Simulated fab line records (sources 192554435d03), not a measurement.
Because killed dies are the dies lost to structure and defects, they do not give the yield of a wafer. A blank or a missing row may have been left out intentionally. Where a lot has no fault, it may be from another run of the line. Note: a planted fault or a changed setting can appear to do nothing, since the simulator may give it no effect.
A single fault, viewed from 3 desks	flow n5-finfet	what lay behind the numbers comes last; until then each desk has only its own

THE METROLOGY DESK
What the gauges read, lot by lot, whatever tool the lot ran on: means of the sampled wafers that have a number. Any lot whose mean is over 4 standard deviations away from the usual mean is out of limits and marked OUT; that distance is given in the brackets. Of its 12 readings 7 are shown: those that lie furthest out on some lot.
Columns: A = M2_OVL at N5_BEOL_M2_OVL_MEAS_12, usual 0.6 nm; B = V1_OVL at N5_BEOL_M2_OVL_MEAS_29, usual 0.3 nm; C = IOFF_P at N5_BEOL_M4_RC_MEAS_101, usual 0.22 nA/um; D = SS_N at N5_BEOL_M4_RC_MEAS_101, usual 71.7 mV/dec; E = SS_P at N5_BEOL_M4_RC_MEAS_101, usual 73.4 mV/dec; F = VT_N at N5_BEOL_M4_RC_MEAS_101, usual 249 mV; G = VT_P at N5_BEOL_M4_RC_MEAS_101, usual -250 mV
lot	first seen here	A	B	C	D	E	F	G
L591	day 7 22:34	-0.1	-1.1	0.20	70.3	72.9	250	-250
L594	day 7 22:47	0.5	0.8	0.20	71.1	73.3	252	-253
L592	day 7 23:07	0.3	1.0	0.23	72.8	74.1	248	-251
L593	day 8 02:36	0.2	1.0	0.25	71.6	73.0	249	-245
L595	day 8 03:49	0.4	0.6	0.28	72.3	74.3	245	-246
L598	day 8 16:49	1.1	0.7	0.22	70.9	73.3	249	-248
L599	day 8 20:38	0.2	-0.0	0.24	71.9	73.7	249	-246
L607	day 10 23:22	0.3	-0.3	0.21	71.7	73.7	245	-250
L609	day 11 10:41	0.4	0.0	0.24	71.7	73.3	246	-247
L612	day 11 22:43	-0.9	0.1	0.14	70.7	72.2	256	-255
L613	day 12 16:37	1.2	-0.6	0.19	72.0	73.5	249	-252
This desk found nothing out of limits on any of the 11 lots.

TOOL OWNER'S DESK, litho-track-04
The tool's own readings at N5_BEOL_M2_COAT_67 (time 60 s, resist thk 60 nm): means of the sampled wafers that have a number, for each lot that ran on this tool. Any lot whose mean is over 4 standard deviations away from the usual mean is out of limits and marked OUT; that distance is given in the brackets.
Columns: A = chill-plate-temp-C at N5_BEOL_M2_COAT_67, usual 22.99 C; B = heater-power-total-W at N5_BEOL_M2_COAT_67, usual 500.7 W; C = spin-speed-rpm at N5_BEOL_M2_COAT_67, usual 1500.1 rpm
lot	first seen here	A	B	C
L591	day 7 23:13	22.95	500.5	1500.8
L594	day 7 23:23	22.84	501.2	1498.8
L592	day 7 23:51	23.05	499.7	1500.7
L595	day 8 04:38	23.02	499.8	1594.3 (+86) OUT
L598	day 8 17:22	22.87	500.9	1594.8 (+86) OUT
L599	day 8 21:11	22.96	502.0	1595.9 (+87) OUT
L609	day 11 11:20	23.06	500.7	1500.7
L612	day 11 23:16	23.25	501.8	1501.0
L613	day 12 17:11	23.08	499.1	1500.7
This desk finds L595, L598, L599 out of limits, L595 being first, at day 8 04:38 (spin-speed-rpm at N5_BEOL_M2_COAT_67). L591, L594, L592, L609, L612, L613 stayed within limits.

THE DEFECT DESK
Lot by lot, what the route's inspections counted, given as the mean of those sampled wafers with a number. Any lot whose mean is over 4 standard deviations away from the usual mean is out of limits and marked OUT; that distance is given in the brackets.
Columns: A = raw-defect-count at N5_BEOL_M2_INSPECT_30, usual 449
lot	first seen here	A
L591	day 7 23:43	465
L594	day 7 23:46	430
L592	day 8 00:21	374
L593	day 8 04:22	437
L595	day 8 05:01	458
L598	day 8 17:52	448
L599	day 8 21:34	449
L607	day 11 00:18	746
L609	day 11 11:50	295
L612	day 11 23:45	464
L613	day 12 17:41	359
This desk found nothing out of limits on any of the 11 lots.

TAKEN TOGETHER
At day 8 04:38, on L595, L598, L599, the tool owner's desk was in a position to raise an alarm.
At the metrology desk, nothing out of limits was observed.
Nothing the defect desk looked at was out of limits.
The metrology desk holds a record of L595, L598, L599, inside its limits.
The defect desk has L595, L598, L599 on record, within its limits.
Of the lots named, all ran N5_BEOL_M2_COAT_67 on litho-track-04.

WHAT WAS PUT IN BY THE SIMULATOR
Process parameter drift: litho-track-04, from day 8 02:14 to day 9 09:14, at N5_BEOL_M2_COAT_67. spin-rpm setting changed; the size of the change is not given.
Shown lots that were struck: L595, L598, L599.
Each desk's first reading out of limits, in hours after the fault started: the tool owner's desk, 2.
